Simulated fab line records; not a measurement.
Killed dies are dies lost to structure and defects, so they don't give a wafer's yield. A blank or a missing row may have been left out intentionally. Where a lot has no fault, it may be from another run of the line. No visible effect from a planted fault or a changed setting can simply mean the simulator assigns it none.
fab line records	flow nand_harc
record: lots: 5	wafers: 15	last_day: 33
route steps=1302 shown A_STAIRCASE@780 END@1302
lots untouched by any fault: they come from a run of this same line in which no faults occurred
start_h: start of the lot's first displayed wafer, in hours after the record's first day	wait_h: hours from the lot's prior step to this one	" same as the row above	L1.1+2: several wafers, shown together as one row	- either no value or no given start	* or withheld: withheld	< > ~ a bound
route shown NAME@n: names a module that has steps shown in the file, with the first one's number in the route	usual: mean/standard deviation of fault-free wafers	same: alike in all rows	chamber/n: place in a boat	sites: readings site by site	_std_site: how widely they spread, as a standard deviation	_edge_site: outer sites' mean less inner sites'	radius_mm: how far each site lies from the wafer's centre	mask NAME#n: copy n	behind: tool/chamber where the wafer was last shaped	hold: the reason the lot was held/the length of the hold in hours/how it ended	device: the transistor (n, p or np) that didn't switch	end of line: the same wafers' tests at the end of the route	a step without rows: its recipe alone	killed: at the first sort, the dies lost to defects and structure; wafer yield is something else	map: a wafer's dies, marking killed ones x, the rest . and places with no die _
set.NAME: the run value of the setting; set.NAME@STEP: its run value at that earlier step	model.NAME: the simulator's own value behind a step, which no gauge read
lots at some steps of the route; a table a step, a row a wafer
services: the hour from which a tool's chamber was out of use, counted from the record's first day as start_h (under 0 if before that day), plus the number of hours and why
== steps ==
step: NHARC_A_STAIRCASE_PEB_266
recipe: peb_temp_c: 115	peb_time_s: 130
step: NHARC_A_STAIRCASE_DEVELOP_267
recipe: time_s: 140
step: NHARC_A_STAIRCASE_HARDBAKE_269
recipe: temp_c: 120	time_s: 140
step: NHARC_A_STAIRCASE_DESCUM_270
recipe: time_s: 3	o2_flow_sccm: 200	ar_flow_sccm: 0	bias_power_w: 0	chemistry: O2
step: NHARC_A_STAIRCASE_ETCH_271
recipe: cf4_flow_sccm: 100	chf3_flow_sccm: 30	ar_flow_sccm: 0	rf_w: 500	bias_w: 200	chemistry: CF4/CHF3
usual: cf4_flow_sccm: 100.0/0.32	drypump_motor_current_A: 5.8/0.48	oes_product_au: 0.949/0.023	rf_vpp_V: 370.7/2.8	showerhead_plenum_p_Torr: 1.58/0.082	throttle_valve_pct: 16.803/0.01
lot.wafer	tool	chamber	start_h	wait_h	cf4_flow_sccm	drypump_motor_current_A	oes_product_au	rf_hours_counter_h	rf_vpp_V	showerhead_plenum_p_Torr	throttle_valve_pct
L244.4	rie_diel-04	0	412.32	0.1	100.3	5.7	0.951	14	370.3	1.54	16.813
L244.1	"	1	"	"	100.3	5.7	0.970	14	367.9	1.48	16.804
L244.3	"	2	"	"	100.0	5.9	0.975	14	374.3	1.70	16.805
L245.2	rie_diel-04	0	430.22	0.1	100.0	5.7	0.913	21	368.9	1.54	16.807
L245.3	"	2	"	"	99.9	5.9	0.917	21	375.4	1.69	16.798
L245.4	"	0	"	"	100.5	5.7	0.915	-	369.2	1.54	16.803
L254.2	rie_diel-06	0	513.18	0.1	99.9	5.8	0.958	6	371.8	1.61	16.784
L254.5	"	0	"	"	99.7	5.8	0.950	-	373.1	1.61	16.811
L254.6	"	1	"	"	99.9	6.7	0.975	-	376.0	1.67	16.795
L256.2	rie_diel-01	0	527.58	0.1	100.1	5.0	0.957	45	371.0	1.55	16.823
L256.5	"	2	"	"	100.1	5.7	0.970	-	367.6	1.50	16.796
L256.6	"	3	"	"	100.1	5.2	0.965	-	367.1	1.48	16.811
L262.1	rie_diel-01	2	589.83	0.1	100.3	5.7	0.960	4	369.3	1.50	16.802
L262.5	"	2	"	"	100.4	5.7	0.964	-	368.6	1.50	16.812
L262.6	"	3	"	"	99.6	5.2	0.964	-	368.3	1.48	16.791
step: NHARC_A_STAIRCASE_HM_OPEN_457
recipe: o2_flow_sccm: 400	cos_flow_sccm: 20	ar_flow_sccm: 0	rf_w: 500	bias_w: 300	chemistry: O2/COS
step: NHARC_A_STAIRCASE_STRIP_458
recipe: o2_flow_sccm: 400	cos_flow_sccm: 20	ar_flow_sccm: 0	bias_w: 0	chemistry: O2/COS
step: NHARC_A_STAIRCASE_ETCH_451
recipe: target_depth_a: 300	overetch_a: 30	time_s: 16.5	ion_energy_ev: 100	cf4_flow_sccm: 80	o2_flow_sccm: 20	ar_flow_sccm: 0	rf_w: 300	bias_w: 100	chemistry: CF4/O2
step: NHARC_A_STAIRCASE_ETCH_273
recipe: target_depth_a: 1.02e+05	time_s: 2468.6	ion_energy_ev: 800	c4f8_flow_sccm: 80	o2_flow_sccm: 60	ar_flow_sccm: withheld	rf_w: 600	bias_w: 3000	chemistry: C4F8/O2/Ar
step: NHARC_A_STAIRCASE_STRIP_274
recipe: o2_flow_sccm: 500	ar_flow_sccm: 0	bias_w: 0	chemistry: O2
usual: drypump_motor_current_A: 5.8/0.48	oes_product_au: 0.992/0.012	rf_vpp_V: 57.8/0.89	showerhead_plenum_p_Torr: 3.54/0.18	throttle_valve_pct: 17.036/0.0096
lot.wafer	tool	chamber	start_h	wait_h	drypump_motor_current_A	oes_product_au	rf_hours_counter_h	rf_vpp_V	showerhead_plenum_p_Torr	throttle_valve_pct
L244.4	rie_diel-04	2	-	-	5.9	1.000	16	58.4	3.80	17.050
L244.3	"	0	"	"	5.7	0.984	15	57.5	3.45	17.027
L244.1	"	1	"	"	5.7	0.997	15	56.2	3.32	17.030
L245.2	rie_diel-04	1	-	-	5.8	0.989	22	55.9	3.32	17.032
L245.3	"	2	"	"	5.9	0.993	23	57.2	3.79	17.039
L245.4	"	0	"	"	5.7	0.997	-	57.3	3.44	17.022
L254.2	rie_diel-06	2	-	-	5.3	0.990	7	58.4	3.77	17.033
L254.6	"	2	"	"	5.3	0.995	-	57.8	3.77	17.039
L254.5	"	3	"	"	6.0	1.010	-	58.3	3.60	17.031
L256.2	rie_diel-01	3	-	-	5.2	0.996	44	57.2	3.33	17.023
L256.6	"	2	"	"	5.7	0.985	-	58.1	3.37	17.033
L256.5	"	3	"	"	5.2	1.007	-	58.2	3.33	17.030
L262.1	rie_diel-01	2	-	-	5.7	0.995	5	57.6	3.36	17.042
L262.6	"	3	"	"	5.2	0.990	-	56.8	3.32	17.064
L262.5	"	0	"	"	5.1	0.994	-	58.9	3.45	17.026
step: NHARC_A_STAIRCASE_STRIP_275
recipe: time_s: 900	temp_c: 130	chemistry: SPM
step: NHARC_A_STAIRCASE_PRECLEAN_276
recipe: time_s: *	temp_c: 50	bath_age_min: 0	chemistry: SC1
lot.wafer	tool	chamber	start_h	wait_h
L244.4+1+3	wet_bench-02	1,3,6	415.29	-
L245.4+3+2	wet_bench-02	0,1,4	433.17	-
L254.6+5+2	wet_bench-02	6,0,3	515.65	-
L256.5+6+2	wet_bench-02	5,6,0	530.05	-
L262.5+1+6	wet_bench-06	6,0,1	592.29	-
step: NHARC_A_STAIRCASE_SRD_277
step: NHARC_A_STAIRCASE_HM_DEP_459
recipe: target_thk_a: 15000	temp_c: 400	material: aC
usual: susceptor_temp_C: 399.99/0.19	throttle_valve_pct: 34.999/0.0092
lot.wafer	tool	chamber	start_h	wait_h	susceptor_temp_C	throttle_valve_pct
L244.1	acl_dep-03	0	415.76	0.1	-	34.989
L244.3	"	0	"	"	-	34.998
L244.4	"	0	"	"	-	35.004
L245.2	acl_dep-01	0	437.36	3.8	400.20	34.992
L245.3	"	0	"	"	399.76	34.991
L245.4	"	0	"	"	400.59	35.012
L254.2	acl_dep-03	0	516.43	0.4	399.69	35.002
L254.5	"	0	"	"	400.26	35.000
L254.6	"	0	"	"	400.35	34.998
L256.2	acl_dep-03	0	530.82	0.4	-	34.991
L256.5	"	0	"	"	-	34.995
L256.6	"	0	"	"	-	34.999
L262.1	acl_dep-02	0	592.76	0.1	-	35.011
L262.5	"	0	593.98	1.3	-	34.993
L262.6	"	0	"	"	-	35.014
step: NHARC_A_STAIRCASE_DEP_280
recipe: target_thk_a: 300	target_thk_nm: 30	temp_c: 400	pressure_torr: 3.5	flow_sccm: 200	rf_w: 350	material: SiON
step: NHARC_A_STAIRCASE_DEHYDRATE_281
recipe: temp_c: 150	time_s: 120
step: NHARC_A_STAIRCASE_HMDS_282
recipe: time_s: 30
step: NHARC_A_STAIRCASE_COAT_283
recipe: spin_rpm: 1200
step: NHARC_A_STAIRCASE_SOFTBAKE_284
recipe: temp_c: 135	time_s: 170
step: NHARC_A_STAIRCASE_EBR_285
step: NHARC_A_STAIRCASE_EXPOSE_286
recipe: na: 0.5	dose_mj: 25.01	mask_id: CHOP_100
step: NHARC_A_STAIRCASE_PEB_287
recipe: peb_temp_c: 115	peb_time_s: 130
step: NHARC_A_STAIRCASE_DEVELOP_288
recipe: time_s: 140
step: NHARC_A_STAIRCASE_HARDBAKE_290
recipe: temp_c: 120	time_s: 140
step: NHARC_A_STAIRCASE_DESCUM_291
recipe: time_s: 3	o2_flow_sccm: 200	ar_flow_sccm: 0	bias_power_w: 0	chemistry: O2
step: NHARC_A_STAIRCASE_ETCH_292
recipe: cf4_flow_sccm: 100	chf3_flow_sccm: 30	ar_flow_sccm: 0	rf_w: 500	bias_w: 200	chemistry: CF4/CHF3
step: NHARC_A_STAIRCASE_HM_OPEN_460
recipe: o2_flow_sccm: 400	cos_flow_sccm: 20	ar_flow_sccm: 0	rf_w: 500	bias_w: 300	chemistry: O2/COS
step: NHARC_A_STAIRCASE_STRIP_461
recipe: o2_flow_sccm: 400	cos_flow_sccm: 20	ar_flow_sccm: 0	bias_w: 0	chemistry: O2/COS
step: NHARC_A_STAIRCASE_ETCH_452
recipe: target_depth_a: 300	overetch_a: 30	time_s: 16.5	ion_energy_ev: 100	cf4_flow_sccm: 80	o2_flow_sccm: 20	ar_flow_sccm: 0	rf_w: 300	bias_w: 100	chemistry: CF4/O2
usual: cf4_flow_sccm: 79.96/0.25	drypump_motor_current_A: 5.8/0.43	oes_product_au: 0.993/0.013	rf_vpp_V: 197.7/1.7	showerhead_plenum_p_Torr: 1.33/0.071	throttle_valve_pct: 13.397/0.0086
lot.wafer	tool	chamber	start_h	wait_h	cf4_flow_sccm	drypump_motor_current_A	oes_product_au	rf_hours_counter_h	rf_vpp_V	showerhead_plenum_p_Torr	throttle_valve_pct
L244.4	rie_diel-01	2	-	-	79.90	5.7	0.998	11	197.4	1.28	13.393
L244.1	"	3	"	"	79.73	5.2	0.995	10	195.5	1.26	13.376
L244.3	"	1	"	"	80.17	6.4	0.973	12	197.8	1.37	13.395
L245.4	rie_diel-01	1	-	-	79.97	6.4	0.972	17	199.6	1.37	13.412
L245.3	"	2	"	"	80.28	5.7	1.000	16	197.1	1.28	13.389
L245.2	"	3	"	"	80.57	5.2	0.990	14	196.8	1.26	13.399
L254.2	rie_diel-06	3	-	-	80.33	6.0	1.002	10	197.6	1.36	13.413
L254.6	"	3	"	"	80.04	6.0	1.013	-	200.2	1.36	13.400
L254.5	"	0	"	"	80.19	5.7	0.991	-	199.8	1.37	13.391
L256.2	rie_diel-01	1	534.05	0.2	79.93	6.4	0.962	53	198.3	1.36	13.390
L256.5	"	1	"	"	79.79	6.4	0.968	-	198.8	1.36	13.404
L256.6	"	2	"	"	79.97	5.7	0.997	-	195.7	1.27	13.402
L262.1	rie_diel-04	1	-	-	79.53	5.7	0.989	15	196.0	1.24	13.385
L262.6	"	2	"	"	79.74	5.9	0.973	-	199.6	1.43	13.405
L262.5	"	3	"	"	79.54	6.2	1.009	-	200.2	1.44	13.391
step: NHARC_A_STAIRCASE_ETCH_294
recipe: target_depth_a: 49890	time_s: 1211.6	ion_energy_ev: 800	c4f8_flow_sccm: 80	o2_flow_sccm: 60	ar_flow_sccm: withheld	rf_w: 600	bias_w: 3000	chemistry: C4F8/O2/Ar
step: NHARC_A_STAIRCASE_STRIP_295
recipe: o2_flow_sccm: 500	ar_flow_sccm: 0	bias_w: 0	chemistry: O2
step: NHARC_A_STAIRCASE_STRIP_296
recipe: time_s: 900	temp_c: 130	chemistry: SPM
step: NHARC_A_STAIRCASE_PRECLEAN_297
recipe: time_s: *	temp_c: 50	bath_age_min: 0	chemistry: SC1
step: NHARC_A_STAIRCASE_SRD_298
step: NHARC_A_STAIRCASE_HM_DEP_462
recipe: target_thk_a: 8000	temp_c: 400	material: aC
usual: susceptor_temp_C: 400.05/0.2	throttle_valve_pct: 35.001/0.0093
lot.wafer	tool	chamber	start_h	wait_h	susceptor_temp_C	throttle_valve_pct
L244.1	acl_dep-01	0	421.08	0.1	400.05	34.999
L244.3	"	0	"	"	400.36	34.998
L244.4	"	0	"	"	400.32	34.998
L245.2	acl_dep-02	0	444.99	2.9	400.28	35.026
L245.3	"	0	"	"	399.86	35.006
L245.4	"	0	"	"	400.09	34.995
L254.2	acl_dep-03	0	524.00	2.3	399.41	34.996
L254.5	"	0	"	"	399.84	35.001
L254.6	"	0	"	"	400.02	34.995
L256.2	acl_dep-01	0	537.01	1.3	-	35.012
L256.5	"	0	"	"	-	35.005
L256.6	"	0	"	"	-	35.009
L262.1	acl_dep-01	0	598.79	0.9	-	35.027
L262.5	"	0	600.00	2.1	-	34.993
L262.6	"	0	"	"	-	35.009
step: NHARC_A_STAIRCASE_DEP_301
recipe: target_thk_a: 300	target_thk_nm: 30	temp_c: 400	pressure_torr: 3.5	flow_sccm: 200	rf_w: 350	material: SiON
step: NHARC_A_STAIRCASE_DEHYDRATE_302
recipe: temp_c: 150	time_s: 120
step: NHARC_A_STAIRCASE_HMDS_303
recipe: time_s: 30
step: NHARC_END_SORT_01
recipe: temp_c: 25
usual: killed_at_array: 47/18	killed_at_other: 0.9/1.1	killed_at_periphery: 4/3.1	killed_dies: 52/18	killed_open: 3.1/1.5	killed_short: 2.4/1.5
same: gross_dies: 677
lot.wafer	tool	chamber	start_h	wait_h	killed_at_array	killed_at_other	killed_at_periphery	killed_dies	killed_open	killed_short
L245.2	prober-02	0	624.76	2.8	19	3	4	26	5	2
L245.4	prober-02	0	626.33	3.4	33	3	7	43	3	3
L256.2	prober-01	0	714.86	2.8	121	1	3	125	2	2
killed by level:class
L245.2 A_CHANNEL_HOLE_D2:chamber_film_flake=6 A_CHANNEL_FILL_D1:chamber_film_flake=3 THIN_TSV:chamber_film_flake=3 A_CONTACT:chamber_film_flake=2 P_GATE:chamber_film_flake=2 A_WL_FILL:chamber_film_flake=2 P_CONTACT:geometric_particle:short=1 P_M1:geometric_particle:open=1
L245.4 A_CHANNEL_HOLE_D2:chamber_film_flake=13 A_WL_FILL:chamber_film_flake=6 P_GATE:chamber_film_flake=5 A_CHANNEL_HOLE_D1:chamber_film_flake=3 A_STAIRCASE:chamber_film_flake=3 THIN_TSV:chamber_film_flake=3 A_CHANNEL_FILL_D1:chamber_film_flake=2 A_ONON_D1:geometric_particle:open=1
L256.2 A_STAIRCASE:unspecified=77 A_CHANNEL_HOLE_D2:chamber_film_flake=17 A_SLIT:chamber_film_flake=9 A_CHANNEL_HOLE_D1:chamber_film_flake=9 A_CONTACT:chamber_film_flake=2 P_M1:geometric_particle:short=1 A_CHANNEL_HOLE_D2:geometric_particle:open=1 A_WL_FILL:geometric_particle:short=1
map L256.2 (x killed, . not)
____________.____________
_________xxxxxx._________
_______...xxxxx..._______
______...xxxxxxx...______
_____....xxxxxxx...._____
____....x.xxxxxxx....____
____....xxxxxxxx.....____
___.....xxxxxxxxxx....___
___......xxxxxxx......___
__.......xxxxxxx.......__
__.......xxxxxx........__
_...........xx.........._
_..........xx.xx........_
_.............x........._
_......................._
_......................._
.........................
.x....x..................
.........................
..................x......
....x....................
_......................._
_...x.............x....._
_......x....x..........._
_......x....x.....x....._
_.....x....x..x........x_
__......x.xx.......xxx.__
__............xx...xxxx__
___............x....xx___
___x...............xx.___
____.x....x........xx____
____..x.xx........xxx____
_____..x.x.........._____
______.x.x.........______
_______..........._______
_________......._________
____________.____________
map L244.3 (x killed, . not)
____________.____________
_________...x..._________
_______..........._______
______.............______
_____..............._____
____x............x...____
____.................____
___...................___
___...................___
__.....................__
__..x..............x...__
_.......x..............._
_......................._
_...........x..........._
_.....x....x............_
_......x................_
.........................
.......................x.
.................x......x
........................x
.x..........x...x........
_......................._
_......................._
_.....x....xx.......x..._
_......................._
_....x.................._
__.....................__
__.....................__
___..................x___
___...................___
____..x..............____
____.x...x...........____
_____.....x........._____
______x.x..........______
_______..........._______
_________.x....._________
____________.____________
== services ==
tool	chamber	start_h	hours	kind
rie_diel-01	0	390.16	-	clean
rie_diel-01	0	390.16	-	consumable_replace:focus_ring
rie_diel-01	1	390.16	-	clean
rie_diel-01	1	390.16	-	consumable_replace:esc
rie_diel-01	2	390.16	-	clean
rie_diel-01	3	390.16	-	clean
rie_diel-01	3	390.16	-	consumable_replace:esc
rie_diel-01	0	414.66	-	clean
rie_diel-01	1	414.66	-	clean
rie_diel-01	2	414.66	-	clean
rie_diel-01	3	414.66	-	clean
wet_bench-02	-	420.00	8.0	pm
rie_diel-04	3	427.19	12.8	repair
acl_dep-02	-	427.87	13.0	pm
rie_diel-01	0	439.16	-	clean
acl_dep-03	-	481.51	13.0	pm
rie_diel-06	-	484.32	9.0	pm
rie_diel-04	2	498.99	9.0	repair
wet_bench-02	-	509.61	2.3	repair
rie_diel-04	-	533.69	9.0	pm
wet_bench-06	-	545.60	8.0	pm
acl_dep-01	-	554.86	13.0	pm
rie_diel-01	-	558.16	9.0	pm
wet_bench-02	-	596.00	8.0	pm
== key ==
first_sign: step: NHARC_END_SORT_01	reading: killed_at_array	direction: up	sigmas: 4.2	usual: 47	struck: 121
effect: step: NHARC_END_SORT_01	reading: killed_dies	direction: up	sigmas: 4	usual: 52	struck: 125
more_kills_born_at: NHARC_A_STAIRCASE_PRECLEAN_276@wet_bench-02: 77
met_at NHARC_A_STAIRCASE_PRECLEAN_276
struck_wafers L256.2
tester_left_out L256
onset_between 515.65 530.05
fault: kind: chamber_particle_source	tool: wet_bench-02	chamber: 0	onset_h: 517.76	steps: NHARC_A_STAIRCASE_PRECLEAN_276	rate_per_visit_cm2: 0.72084	end_h: 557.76
tester_left_out: of these lots the tester's yield and bins aren't shown, on N5 and GAA mostly nor the transistor test; their killed dies are dies lost to structure and defects alone, not to doping, threshold or leakage, so they don't give the yield
